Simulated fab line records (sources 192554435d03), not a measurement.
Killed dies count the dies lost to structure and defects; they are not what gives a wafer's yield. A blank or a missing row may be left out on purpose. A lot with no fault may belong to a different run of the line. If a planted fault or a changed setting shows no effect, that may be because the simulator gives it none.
Split-lot trial	flow n5Finfet	route with 1938 steps; 7 lots, 21 wafers read

== SPLIT DETAILS ==
At N5_BEOL_M7_ETCH_61 (etches SiARC in CF4, target depth 45.5 nm, time 75.8 s), the setting sourceW was moved away from the recipe's 545 W on 6 of the 21 wafers read, by -17.0% to +14.4%. This setting was run at the recipe's value on the other wafers.

The reading is taken at the split's own step.

== THE READING ==
rfVppV, in V, at N5_BEOL_M7_ETCH_61 (etches SiARC in CF4, target depth 45.5 nm, time 75.8 s). Typical for fault-free wafers on this fab line: 183.9 V, with standard deviation 1.1 V.

wafer	tool, chamber at the split	sourceW as run, W	against the recipe	rfVppV, V	against lot-mates on the recipe
L077.2	rieDiel-02, 3	501.2	-8.0%	187.6	+4.1
L077.4	rieDiel-02, 0	545	recipe	184.0	-
L077.5	rieDiel-02, 3	545	recipe	183.0	-
L079.1	rieDiel-03, 2	484.7	-11.1%	191.2	+7.5
L079.5	rieDiel-03, 2	545	recipe	183.7	-
L079.6	rieDiel-03, 1	484.7	-11.1%	191.2	+7.5
L082.1	rieDiel-03, 1	545	recipe	183.6	-
L082.2	rieDiel-03, 2	545	recipe	182.4	-
L082.5	rieDiel-03, 2	545	recipe	182.6	-
L085.1	rieDiel-04, 3	514.9	-5.5%	189.3	+4.3
L085.5	rieDiel-04, 0	545	recipe	183.5	-
L085.6	rieDiel-04, 3	545	recipe	186.5	-
L089.1	rieDiel-02, 0	545	recipe	185.0	-
L089.2	rieDiel-02, 1	545	recipe	183.1	-
L089.6	rieDiel-02, 0	545	recipe	184.8	-
L093.4	rieDiel-04, 2	545	recipe	184.0	-
L093.5	rieDiel-04, 1	623.5	+14.4%	175.6	-9.8
L093.6	rieDiel-04, 3	545	recipe	186.7	-
L095.1	rieDiel-03, 1	452.2	-17.0%	196.5	+13.6
L095.2	rieDiel-03, 0	545	recipe	183.2	-
L095.4	rieDiel-03, 2	545	recipe	182.7	-

FIT RESULTS
A straight line over all 21 wafers: rfVppV changes by -0.656 V for each +1% of sourceW; r = -0.95; the points scatter about the line by 1.3 V.
The same after taking each lot's own level away (the mean of its wafers on the recipe; 21 wafers): -0.709 V for each +1%; r = -0.98; scatter 0.95 V.
According to that fit, moving sourceW by its largest amount changes the reading by 12 V.
Across the lots, their own levels run from 182.87 to 185.35 V, a range of 2.3 times the standard deviation given above.
The two slopes are in agreement: the lot-to-lot level therefore moves the slope only a little.
Check: for one of the wafers moved furthest among these (-17.0%), held out of the fit, the line's prediction against its lot-mates is +11.3 V. It came out at +13.6 V against them.
Tool readings at the split's step, against how far the setting was moved: etchRfOnTimeS r = -0.93; rfVppV r = -0.95.

== THE OTHER SPLITS THESE WAFERS WENT THROUGH ==
Note: prior to the reading, these wafers also went through further splits. Each is held against what the fit with the lots' levels taken away leaves over:
other split on the same wafers	wafers away from the commonest value	r with rfVppV (lot level and that fit taken away)
N5_BEOL_M3_COAT_76 spinRpm	8	-0.11
N5_BEOL_M3_TRENCH_ETCH_37 timeS	7	+0.05
N5_BEOL_M4_COAT_05 spinRpm	5	-0.27
N5_BEOL_M5_COAT_60 spinRpm	4	-0.08
N5_BEOL_M5_COAT_05 spinRpm	6	+0.03
N5_BEOL_M6_TRENCH_ETCH_37 sourceW	9	-0.19

== THE WHOLE CHAIN: every reading that the file lists as answering this split, in the file's order ==
step	what it does	reading	change (the file's fit)	r (the file's)
N5_BEOL_M7_ETCH_61	etches SiARC in CF4, target depth 45.5 nm, time 75.8 s	etchRfOnTimeS	withheld for each +1% of the setting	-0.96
N5_BEOL_M7_ETCH_61	etches SiARC in CF4, target depth 45.5 nm, time 75.8 s	rfVppV	-0.716 V for each +1% of the setting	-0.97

== THE FILE'S OWN FIT ==
rfVppV changes by -0.716 V for each +1% of sourceW, r = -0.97.
